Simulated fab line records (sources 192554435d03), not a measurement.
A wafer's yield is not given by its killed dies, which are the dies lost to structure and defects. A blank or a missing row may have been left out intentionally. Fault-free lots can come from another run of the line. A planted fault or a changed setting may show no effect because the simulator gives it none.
The tool behind it: which one?	flow n5Finfet	6 lots with 17 wafers sampled at 2 steps, on a route of 1938 steps

## WHAT THE GAUGES SHOWED, per wafer
N5_MIM_TOP_LITHO_INSPECT_12: inspects for defects (macro).
lot	measured	on	rawDefectCount
L989	day 11 18:48	defectInspect-02	1 3 0
L994	day 14 11:33	defectInspect-02	3 3 2
L100	day 15 15:02	defectInspect-01	3 2 3
L103	day 16 11:39	defectInspect-01	2 1
L106	day 17 04:03	defectInspect-02	4 3 2
L108	day 17 17:23	defectInspect-02	3 1 1

## TOOL THAT RAN EACH LOT (tool first, then ch and the chambers of the sampled wafers, then the start)
lot	N5_MIM_TOP_ALD_00
L989	aldHk-02 ch 1,2,3, day 11 16:10
L994	aldHk-01 ch 2,3, day 14 10:05
L100	aldHk-01 ch 0,1,3, day 15 13:24
L103	aldHk-01 ch 1,3, day 16 09:30
L106	aldHk-01 ch 1,3, day 17 02:53
L108	aldHk-01 ch 0,1,2, day 17 16:07
- N5_MIM_TOP_ALD_00: deposits Al2O3, purge time 3 s, co reactant pulse time 3 s.

## THE ANSWER, worked out from the rows above alone
Rule: the lots themselves supply what counts as usual. The widest of any qualifying gaps counts: lots, ordered by their means at a reading, are off when they make up no more than a third of the lots, leave a main group of 4 or more, and stand apart from it by 3 or more times the standard deviation of that group's means. A main group whose means are all the same, to the digits that the tables above print for the reading, isn't used. A lot without any number at a reading at which 4 lots or more have one is off too. Any other lot the step has rows for is counted as sound.
None of the lots is off at any reading shown; this tells nothing.

## WHAT WAS PUT IN BY THE SIMULATOR
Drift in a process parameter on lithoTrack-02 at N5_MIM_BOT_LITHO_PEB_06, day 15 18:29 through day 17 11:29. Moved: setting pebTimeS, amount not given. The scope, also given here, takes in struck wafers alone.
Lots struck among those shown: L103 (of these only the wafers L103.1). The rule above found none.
